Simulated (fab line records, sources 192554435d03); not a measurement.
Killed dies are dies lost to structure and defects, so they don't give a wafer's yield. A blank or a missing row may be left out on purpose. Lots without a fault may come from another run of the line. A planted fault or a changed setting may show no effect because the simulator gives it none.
Split-lot experiment | flow n5_finfet | 7 lots, 39 wafers read, on a route of 1938 steps

THE SPLIT
At N5_SD_EPI_N_ETCH_35 (etches SOC in N2/H2, overetch 108 nm, time 486 s), the setting source_w was moved away from the recipe's 3000 W on 9 of the 39 wafers read, by -12.3% to +9.8%. The other wafers ran this setting at the recipe's value.

The reading is taken at the split's own step.

THE READING
rf_vpp_V, in V, at N5_SD_EPI_N_ETCH_35 (etches SOC in N2/H2, overetch 108 nm, time 486 s). Fault-free wafers of this fab line usually give 240.9 V, standard deviation 1.4 V.

wafer  | tool, chamber at the split | source_w as run, W | against the recipe | rf_vpp_V, V | against lot-mates on the recipe
L074.1 | rie_diel-06, 2             | 3000               | recipe             | 238.4       | -
L074.2 | rie_diel-06, 3             | 3000               | recipe             | 239.5       | -
L074.3 | rie_diel-06, 1             | 3000               | recipe             | 243.6       | -
L074.4 | rie_diel-06, 2             | 3000               | recipe             | 239.3       | -
L074.5 | rie_diel-06, 3             | 3000               | recipe             | 241.2       | -
L074.6 | rie_diel-06, 1             | 3000               | recipe             | 242.5       | -
L078.1 | rie_diel-05, 3             | 3234               | +7.8%              | 234.1       | -7.5
L078.2 | rie_diel-05, 1             | 3000               | recipe             | 242.2       | -
L078.3 | rie_diel-05, 0             | 3234               | +7.8%              | 231.4       | -10.2
L078.4 | rie_diel-05, 2             | 3234               | +7.8%              | 234.7       | -6.9
L078.5 | rie_diel-05, 1             | 3000               | recipe             | 240.8       | -
L078.6 | rie_diel-05, 2             | 3000               | recipe             | 241.9       | -
L080.1 | rie_diel-04, 1             | 3000               | recipe             | 240.2       | -
L080.2 | rie_diel-04, 2             | 3000               | recipe             | 242.0       | -
L080.3 | rie_diel-04, 0             | 3000               | recipe             | 241.7       | -
L080.4 | rie_diel-04, 3             | 3000               | recipe             | 241.7       | -
L080.5 | rie_diel-04, 0             | 3000               | recipe             | 242.8       | -
L080.6 | rie_diel-04, 1             | 3000               | recipe             | 242.5       | -
L082.3 | rie_diel-05, 3             | 3000               | recipe             | 240.8       | -
L082.4 | rie_diel-05, 2             | 3000               | recipe             | 241.2       | -
L082.6 | rie_diel-05, 0             | 3000               | recipe             | 239.8       | -
L091.1 | rie_diel-06, 1             | 3000               | recipe             | 242.2       | -
L091.2 | rie_diel-06, 2             | 3000               | recipe             | 238.7       | -
L091.3 | rie_diel-06, 0             | 3000               | recipe             | 241.2       | -
L091.4 | rie_diel-06, 3             | 3000               | recipe             | 237.9       | -
L091.5 | rie_diel-06, 0             | 3000               | recipe             | 240.4       | -
L091.6 | rie_diel-06, 1             | 3000               | recipe             | 242.2       | -
L093.1 | rie_diel-06, 0             | 3294               | +9.8%              | 232.2       | -7.1
L093.2 | rie_diel-06, 2             | 3000               | recipe             | 238.9       | -
L093.3 | rie_diel-06, 1             | 3294               | +9.8%              | 235.6       | -3.7
L093.4 | rie_diel-06, 3             | 3000               | recipe             | 238.5       | -
L093.5 | rie_diel-06, 0             | 3000               | recipe             | 240.5       | -
L093.6 | rie_diel-06, 3             | 3294               | +9.8%              | 230.8       | -8.5
L094.1 | rie_diel-06, 2             | 2630               | -12.3%             | 250.2       | +8.5
L094.2 | rie_diel-06, 0             | 3000               | recipe             | 240.9       | -
L094.3 | rie_diel-06, 3             | 2630               | -12.3%             | 250.1       | +8.4
L094.4 | rie_diel-06, 1             | 3000               | recipe             | 243.8       | -
L094.5 | rie_diel-06, 3             | 2630               | -12.3%             | 249.6       | +7.9
L094.6 | rie_diel-06, 0             | 3000               | recipe             | 240.5       | -

THE FIT
A straight line over all 39 wafers: rf_vpp_V changes by -0.803 V for each +1% of source_w; r = -0.93; the points scatter about the line by 1.6 V.
The same after taking each lot's own level away (the mean of its wafers on the recipe; 39 wafers): -0.737 V for each +1%; r = -0.92; scatter 1.6 V.
On that fit, the largest move of source_w shifts the reading by 9.1 V.
The lots' own levels span 239.30 to 241.82 V, that is 1.8 times the standard deviation above.
So the lot-to-lot level changes the slope little: the two slopes agree.
Check: with one of the wafers moved furthest among these (-12.3%) left out of the fit, the line predicts +9 V for it against its lot-mates. It came out at +8.47 V against them.
Tool readings at the split's step, against how far the setting was moved: rf_vpp_V r = -0.93.

OTHER SPLITS ON THESE WAFERS
These wafers also went through other splits before the reading. Each is held against what the fit with the lots' levels taken away leaves over:
other split on the same wafers | wafers away from the commonest value | r with rf_vpp_V (lot level and that fit taken away)
N5_DUMMY_GATE_ETCH_32 time_s   | 9                                    | +0.14
N5_DUMMY_GATE_ETCH_42 bias_w   | 18                                   | +0.07

THE WHOLE CHAIN: every reading that the file lists as answering this split, in the file's order
step                    | what it does                                                | reading                                                                           | change (the file's fit)               | r (the file's)
N5_SD_EPI_N_ETCH_35     | etches SOC in N2/H2, overetch 108 nm, time 486 s            | rf_vpp_V                                                                          | -0.74 V for each +1% of the setting   | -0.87
N5_SD_EPI_N_ETCH_35     | etches SOC in N2/H2, overetch 108 nm, time 486 s            | SiARC_of_SD_EPI_N_COAT_33.thk_nm (the simulator's own value, which no gauge read) | -0.101 nm for each +1% of the setting | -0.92
N5_SD_EPI_N_ETCHBACK_44 | etches SiNx in CH3F/O2, stops on SiO2, target depth 14.5 nm | SiARC_of_SD_EPI_N_COAT_33.thk_nm (the simulator's own value, which no gauge read) | -0.093 nm for each +1% of the setting | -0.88

THE FILE'S OWN FIT
rf_vpp_V changes by -0.74 V for each +1% of source_w, r = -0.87.
